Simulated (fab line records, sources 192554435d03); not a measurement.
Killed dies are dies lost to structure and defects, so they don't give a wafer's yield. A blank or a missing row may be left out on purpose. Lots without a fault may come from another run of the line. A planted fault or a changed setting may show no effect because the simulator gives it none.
Which tool did it? | flow n5_finfet | 9 lots, 26 wafers sampled, at 8 steps of a route of 1938

WHAT THE GAUGES READ, wafer by wafer
N5_BEOL_M4_OCD_MEAS_38.
lot  | measured     | on     | trench_depth_nm (nm)
L840 | day 7 11:04  | ocd-01 | 57.5 56.5 56.5
L841 | day 7 19:50  | ocd-02 | 56.6 58.2 56.5
L844 | day 8 16:55  | ocd-02 | 56.7 54.6 57.0
L846 | day 9 09:11  | ocd-02 | 55.5 56.6 57.2
L849 | day 9 19:31  | ocd-01 | 55.4 56.9 56.3
L858 | day 12 04:27 | ocd-02 | 28.7 54.9
L862 | day 13 02:56 | ocd-01 | 55.1 56.3 56.0
L861 | day 13 10:25 | ocd-02 | 55.2 55.6 29.3
L863 | day 13 13:34 | ocd-02 | 57.7 56.3 56.3

N5_BEOL_M4_CD_MEAS_35: target cd 18 nm, target cd y 22.4 nm.
lot  | measured     | on        | cd_nm (nm)
L840 | day 7 11:13  | cd_sem-01 | 18.1 18.1 18.9
L841 | day 7 19:59  | cd_sem-02 | 18.1 18.2 18.2
L844 | day 8 17:04  | cd_sem-01 | 17.6 18.0 18.2
L846 | day 9 09:20  | cd_sem-03 | 17.8 18.2 18.2
L849 | day 9 19:40  | cd_sem-01 | 18.7 18.4 17.7
L858 | day 12 04:36 | cd_sem-03 | 17.5 18.4
L862 | day 13 03:05 | cd_sem-02 | 17.8 17.2 18.1
L861 | day 13 10:36 | cd_sem-02 | 17.6 17.7 16.6
L863 | day 13 13:43 | cd_sem-01 | 17.4 18.5 17.5

N5_BEOL_M4_THK_MEAS_53: measures by xrf.
lot  | measured     | on            | M4_THK (nm)
L840 | day 7 20:58  | film_metro-02 | 40.5 40.0 40.4
L841 | day 8 00:47  | film_metro-01 | 40.4 42.1 41.2
L844 | day 8 20:29  | film_metro-02 | 40.2 38.2 39.6
L846 | day 9 13:16  | film_metro-02 | 41.1 40.4 40.6
L849 | day 9 23:37  | film_metro-02 | 39.5 40.8 40.0
L858 | day 12 08:15 | film_metro-01 | 12.2 38.7
L862 | day 13 07:52 | film_metro-02 | 41.0 41.5 41.6
L861 | day 13 14:10 | film_metro-02 | 41.5 41.9 14.2
L863 | day 13 18:11 | film_metro-02 | 42.5 39.8 39.5

N5_BEOL_M4_RS_MEAS_58: measures by four-point-probe.
lot  | measured     | on            | M4_RS (ohm/sq)
L840 | day 7 21:14  | film_metro-01 | 0.66 0.66 0.66
L841 | day 8 01:02  | film_metro-02 | 0.66 0.63 0.64
L844 | day 8 20:47  | film_metro-02 | 0.65 0.69 0.66
L846 | day 9 13:33  | film_metro-01 | 0.64 0.66 0.65
L849 | day 9 23:53  | film_metro-02 | 0.68 0.65 0.67
L858 | day 12 08:31 | film_metro-01 | 3.41 0.69
L862 | day 13 08:22 | film_metro-02 | 0.65 0.64 0.63
L861 | day 13 14:25 | film_metro-02 | 0.63 0.62 2.71
L863 | day 13 18:29 | film_metro-01 | 0.61 0.67 0.67

N5_BEOL_M4_RC_MEAS_101.
lot  | measured     | on        | DIBL_N (mV/V)  | DIBL_P (mV/V)  | IOFF_N (nA/um) | IOFF_P (nA/um) | ION_N (uA/um) | ION_P (uA/um) | SS_N (mV/dec)  | SS_P (mV/dec)  | VT_N (mV)   | VT_P (mV)
L840 | day 7 21:26  | prober-01 | 35.8 36.0 37.5 | 36.0 36.6 38.2 | 0.16 0.16 0.18 | 0.24 0.24 0.26 | 689 682 693   | 488 473 484   | 71.3 71.6 71.4 | 73.0 73.7 73.5 | 246 248 246 | -246 -245 -244
L841 | day 8 01:06  | prober-01 | 39.8 39.1 40.5 | 39.1 37.5 39.5 | 0.22 0.19 0.24 | 0.26 0.23 0.28 | 695 691 706   | 474 467 479   | 72.5 72.8 72.6 | 74.0 73.8 73.9 | 244 247 245 | -249 -247 -246
L844 | day 8 20:50  | prober-02 | 32.2 32.3 34.1 | 32.8 32.7 34.5 | 0.13 0.13 0.16 | 0.18 0.18 0.21 | 668 678 683   | 461 466 470   | 70.8 70.5 71.5 | 72.8 72.8 73.6 | 250 253 248 | -250 -249 -250
L846 | day 9 13:36  | prober-01 | 37.9 37.7 36.2 | 37.5 38.5 37.0 | 0.18 0.18 0.14 | 0.21 0.22 0.19 | 657 675 659   | 445 456 449   | 72.1 71.6 71.4 | 73.3 73.6 72.8 | 250 247 253 | -250 -253 -251
L849 | day 10 00:05 | prober-01 | 38.1 37.7 38.8 | 37.8 37.0 39.0 | 0.21 0.20 0.20 | 0.24 0.24 0.26 | 690 691 689   | 473 479 472   | 71.3 72.4 71.8 | 73.8 73.3 73.7 | 245 244 248 | -247 -249 -248
L858 | day 12 09:11 | prober-02 | 32.1           | 32.2           | 0.10           | 0.16           | 661           | 458           | 71.4           | 72.7           | 255         | -254
L862 | day 13 08:25 | prober-01 | 35.1 35.8 37.7 | 37.3 37.5 41.0 | 0.16 0.16 0.22 | 0.20 0.20 0.26 | 677 684 690   | 466 464 468   | 70.8 71.4 71.8 | 72.6 73.9 74.3 | 249 250 247 | -250 -250 -248
L861 | day 13 14:47 | prober-01 | 37.0 37.0      | 39.5 39.3      | 0.20 0.19      | 0.29 0.29      | 694 685       | 475 476       | 72.4 71.6      | 74.0 73.7      | 245 247     | -242 -242
L863 | day 13 18:50 | prober-01 | 36.3 38.0 37.9 | 35.6 38.2 38.1 | 0.15 0.18 0.18 | 0.20 0.25 0.24 | 679 682 688   | 466 469 469   | 71.5 72.5 71.8 | 73.2 74.5 73.6 | 249 248 249 | -251 -249 -247

WHICH TOOL RAN EACH LOT (tool, then ch and the chambers of the sampled wafers, then the start)
lot  | N5_BEOL_M4_ALD_98                 | N5_BEOL_M4_TRENCH_ETCH_37          | N5_BEOL_M4_SURFACE_TREAT_85
L840 | ald_sin-01 ch 1,2, day 7 09:50    | rie_diel-03 ch 1,2,3, day 7 10:54  | pvd_sputter-02, day 7 12:16
L841 | ald_sin-01 ch 0,2,3, day 7 18:58  | rie_diel-02 ch 0,2,3, day 7 19:41  | pvd_sputter-01, day 7 20:38
L844 | ald_sin-03 ch 0,3, day 8 12:47    | rie_diel-03 ch 0,1, day 8 16:45    | pvd_sputter-02, day 8 17:37
L846 | ald_sin-01 ch 0,1,3, day 9 07:45  | rie_diel-03 ch 0,1,3, day 9 09:01  | pvd_sputter-03, day 9 10:21
L849 | ald_sin-01 ch 0,3, day 9 17:14    | rie_diel-03 ch 0,2,3, day 9 19:22  | pvd_sputter-03, day 9 20:18
L858 | ald_sin-01 ch 1,2, day 12 01:07   | rie_diel-03 ch 2,3, day 12 04:17   | pvd_sputter-01, day 12 05:22
L862 | ald_sin-01 ch 1,2,3, day 13 02:11 | rie_diel-02 ch 0,1,2, day 13 02:47 | pvd_sputter-03, day 13 04:54
L861 | ald_sin-01 ch 2,3, day 13 03:02   | rie_diel-03 ch 0,2,3, day 13 10:15 | pvd_sputter-03, day 13 11:15
L863 | ald_sin-02 ch 0,2,3, day 13 12:17 | rie_diel-02 ch 2,3, day 13 13:24   | pvd_sputter-03, day 13 15:17
- N5_BEOL_M4_ALD_98: deposits SiO2, target thk 2.5 nm, pulse time 1 s, co reactant pulse time 1 s.
- N5_BEOL_M4_TRENCH_ETCH_37: etches SiOC in C4F6/O2, target depth 55.555 nm, time 29.2 s.
- N5_BEOL_M4_SURFACE_TREAT_85

WHAT THE TOOLS THEMSELVES READ (means of the sampled wafers that have a number; where no wafer has one, the mark that the record gives instead)
N5_BEOL_M4_ALD_98.
lot  | tool       | heater_power_outer_w (W) | heater_power_w (W) | precursor_pulse_height_rel
L840 | ald_sin-01 | 39                       | 77                 | 1.012
L841 | ald_sin-01 | 43                       | 82                 | 1.018
L844 | ald_sin-03 | 42                       | 81                 | 0.996
L846 | ald_sin-01 | 44                       | 83                 | 1.000
L849 | ald_sin-01 | 47                       | 89                 | 0.992
L858 | ald_sin-01 | 40                       | 78                 | 1.003
L862 | ald_sin-01 | 41                       | 79                 | 0.998
L861 | ald_sin-01 | 39                       | 79                 | 1.005
L863 | ald_sin-02 | 41                       | 77                 | 0.995

N5_BEOL_M4_TRENCH_ETCH_37.
lot  | tool        | drypump_motor_current_A (A) | oes_product_au (a.u.) | rf_vpp_V (V) | showerhead_plenum_p_Torr (Torr) | throttle_valve_pct (%)
L840 | rie_diel-03 | 6.0                         | 0.78                  | 670          | 2.90                            | 21.00
L841 | rie_diel-02 | 5.4                         | 0.90                  | 670          | 2.84                            | 20.88
L844 | rie_diel-03 | 5.9                         | 0.71                  | 671          | 2.78                            | 21.25
L846 | rie_diel-03 | 5.9                         | 0.74                  | 664          | 2.80                            | 21.00
L849 | rie_diel-03 | 5.7                         | 0.77                  | 672          | 2.84                            | 20.85
L858 | rie_diel-03 | 5.8                         | 0.65                  | 670          | 2.91                            | 20.82
L862 | rie_diel-02 | 5.7                         | 0.80                  | 663          | 2.79                            | 20.95
L861 | rie_diel-03 | 5.7                         | 0.72                  | 675          | 2.94                            | 20.75
L863 | rie_diel-02 | 5.5                         | 0.80                  | 666          | 2.80                            | 21.00

THE ANSWER, worked out from the rows above alone
Rule: what is usual is taken from the lots themselves. Put in order of their means at a reading, lots are off if they are a third of the lots or fewer, leave a main group of 4 or more, and stand apart from it by a gap of 3 or more times the standard deviation of the main group's means; of several such gaps the widest counts. A main group whose means are all the same, to the digits that the tables above print for the reading, isn't used. A lot without any number at a reading at which 4 lots or more have one is off too. The other lots that the step has rows for count as sound. The gauges are gone through in route order, then the tools' own readings, and for those a lot's mean is taken as printed above. The first step at which some lot is off is used, and at that step the reading that is off furthest; a lot without a number counts as furthest.
Off: L858, L861, at N5_BEOL_M4_OCD_MEAS_38 (trench_depth_nm). The main group: mean 56.5 nm, standard deviation 0.43.
A tool fits if, at a process step before that reading, it ran every lot that is off, and no sound lot after the first of them. The gauges at N5_BEOL_M4_OCD_MEAS_38 aren't tried: what is off there is off at N5_BEOL_M4_THK_MEAS_53 too, on other tools, and a gauge's error can't cause that. One fits: rie_diel-03 at N5_BEOL_M4_TRENCH_ETCH_37. Its last sound lot is L849 (day 9 19:22), its first lot that is off L858 (day 12 04:17): a fault that began between those two fits.

WHAT THE SIMULATOR HAD PUT IN
Process parameter drift: rie_diel-03, from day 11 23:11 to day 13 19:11, at N5_BEOL_M4_TRENCH_ETCH_37. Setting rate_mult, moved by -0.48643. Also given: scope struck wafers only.
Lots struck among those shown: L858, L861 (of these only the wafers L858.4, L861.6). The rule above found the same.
